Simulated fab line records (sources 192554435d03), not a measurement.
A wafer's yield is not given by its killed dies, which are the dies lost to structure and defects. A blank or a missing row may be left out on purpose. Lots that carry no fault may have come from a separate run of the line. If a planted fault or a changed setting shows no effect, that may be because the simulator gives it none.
Chamber matching / flow n5Finfet / cvdCo-02 running N5_BEOL_M5_PRE_CLEAN_77: 3 sister chambers
The step time 15 s. 24 wafers are shown with their chamber, then 12 later ones without.

== WAFERS, EACH WITH ITS CHAMBER ==
wafer=L076.1; chamber=2; heaterPowerW (W)=101
wafer=L076.3; chamber=1; heaterPowerW (W)=105
wafer=L076.5; chamber=1; heaterPowerW (W)=106
wafer=L074.2; chamber=0; heaterPowerW (W)=86
wafer=L074.3; chamber=2; heaterPowerW (W)=99
wafer=L074.5; chamber=0; heaterPowerW (W)=84
wafer=L077.1; chamber=0; heaterPowerW (W)=84
wafer=L077.3; chamber=2; heaterPowerW (W)=100
wafer=L077.6; chamber=0; heaterPowerW (W)=86
wafer=L078.1; chamber=0; heaterPowerW (W)=85
wafer=L078.2; chamber=1; heaterPowerW (W)=108
wafer=L078.3; chamber=2; heaterPowerW (W)=103
wafer=L078.4; chamber=0; heaterPowerW (W)=87
wafer=L078.5; chamber=2; heaterPowerW (W)=101
wafer=L078.6; chamber=1; heaterPowerW (W)=106
wafer=L081.1; chamber=0; heaterPowerW (W)=86
wafer=L081.2; chamber=1; heaterPowerW (W)=107
wafer=L081.3; chamber=2; heaterPowerW (W)=100
wafer=L081.4; chamber=0; heaterPowerW (W)=87
wafer=L081.5; chamber=2; heaterPowerW (W)=100
wafer=L081.6; chamber=1; heaterPowerW (W)=107
wafer=L079.1; chamber=0; heaterPowerW (W)=85
wafer=L079.3; chamber=2; heaterPowerW (W)=98
wafer=L079.6; chamber=0; heaterPowerW (W)=85

SIGNATURES, as means of the wafers listed above
reading=heaterPowerW; chamber 0=85.50; chamber 1=106.50; chamber 2=100.25; scatter within a chamber=1.22
Rule: for each reading, subtract the chamber's mean from the wafer's reading, divide by that reading's scatter and square the result; add these up over the readings and take the root, which gives the wafer's distance from the chamber. If the next closest chamber is less than 2 further off than the closest, the wafer can't be placed; otherwise it belongs to the closest. The scatter: take each reading less its chamber's mean, square it, sum over the shown wafers, divide by the number of wafers less the number of chambers, and take the root.

== WAFERS WITHOUT THEIR CHAMBER ==
wafer=L086.1; heaterPowerW (W)=87
wafer=L086.3; heaterPowerW (W)=103
wafer=L086.4; heaterPowerW (W)=102
wafer=L096.1; heaterPowerW (W)=108
wafer=L096.2; heaterPowerW (W)=102
wafer=L096.3; heaterPowerW (W)=87
wafer=L096.4; heaterPowerW (W)=105
wafer=L096.5; heaterPowerW (W)=102
wafer=L096.6; heaterPowerW (W)=87
wafer=L097.2; heaterPowerW (W)=85
wafer=L097.5; heaterPowerW (W)=85
wafer=L097.6; heaterPowerW (W)=108

== EACH ONE'S CHAMBER ==
wafer=L086.1; from the rows above=0; in truth=0
wafer=L086.3; from the rows above=can't be placed: 2 or 1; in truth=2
wafer=L086.4; from the rows above=2; in truth=2
wafer=L096.1; from the rows above=1; in truth=1
wafer=L096.2; from the rows above=2; in truth=2
wafer=L096.3; from the rows above=0; in truth=0
wafer=L096.4; from the rows above=1; in truth=1
wafer=L096.5; from the rows above=2; in truth=2
wafer=L096.6; from the rows above=0; in truth=0
wafer=L097.2; from the rows above=0; in truth=0
wafer=L097.5; from the rows above=0; in truth=0
wafer=L097.6; from the rows above=1; in truth=1
Placed correctly: 11 of 12. From these rows, 1 cannot be placed; in 1 the true chamber is one of the candidates. Wrongly placed: 0.
